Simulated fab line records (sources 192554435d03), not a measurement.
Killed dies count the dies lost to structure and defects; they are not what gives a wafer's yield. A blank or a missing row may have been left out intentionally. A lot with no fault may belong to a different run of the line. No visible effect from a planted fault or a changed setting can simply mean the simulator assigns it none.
Chamber matching	flow n5Finfet	4 sister chambers for N5_HKMG_FIN_ALD_36 on aldMetal-03
The step deposits TiN, target thk 1 nm, pulse time 1 s, purge time 3 s. 7 wafers are shown with their chamber, then 7 later ones without.

WAFERS, EACH WITH ITS CHAMBER
wafer	chamber	heaterPowerW (W)	precursorPulseHeightRel
L083.2	3	941	0.968
L083.5	3	947	1.009
L089.4	0	845	0.986
L089.5	1	1050	0.949
L089.6	2	669	1.003
L091.2	0	861	0.981
L091.3	2	657	1.029

WAFERS WHOSE CHAMBER IS MISSING
wafer	heaterPowerW (W)	precursorPulseHeightRel
L091.4	913	1.030
L092.2	919	0.971
L092.5	673	1.016
L092.6	936	0.982
L093.2	654	0.969
L093.4	1034	1.030
L093.5	934	0.977

THE CHAMBER EACH PASSED THROUGH
wafer	from the rows above	in truth
L091.4	3	3
L092.2	3	3
L092.5	2	2
L092.6	3	3
L093.2	2	2
L093.4	1	1
L093.5	3	3
Placed correctly: 7 of 7. Can't be placed from these rows: 0. Number placed wrongly: 0.
How it was worked out, from the rows above alone: a wafer's distance from a chamber is the root of the sum, over the readings, of the square of ((its reading less the chamber's mean) divided by the reading's scatter). The wafer belongs to the nearest chamber; if the next one is less than 2 further off, it can't be placed. For every chamber, the mean is computed from those of its wafers that are shown. The scatter is the square root of a quotient: the sum, over the shown wafers, of each reading's squared deviation from its chamber's mean, divided by wafers minus chambers.
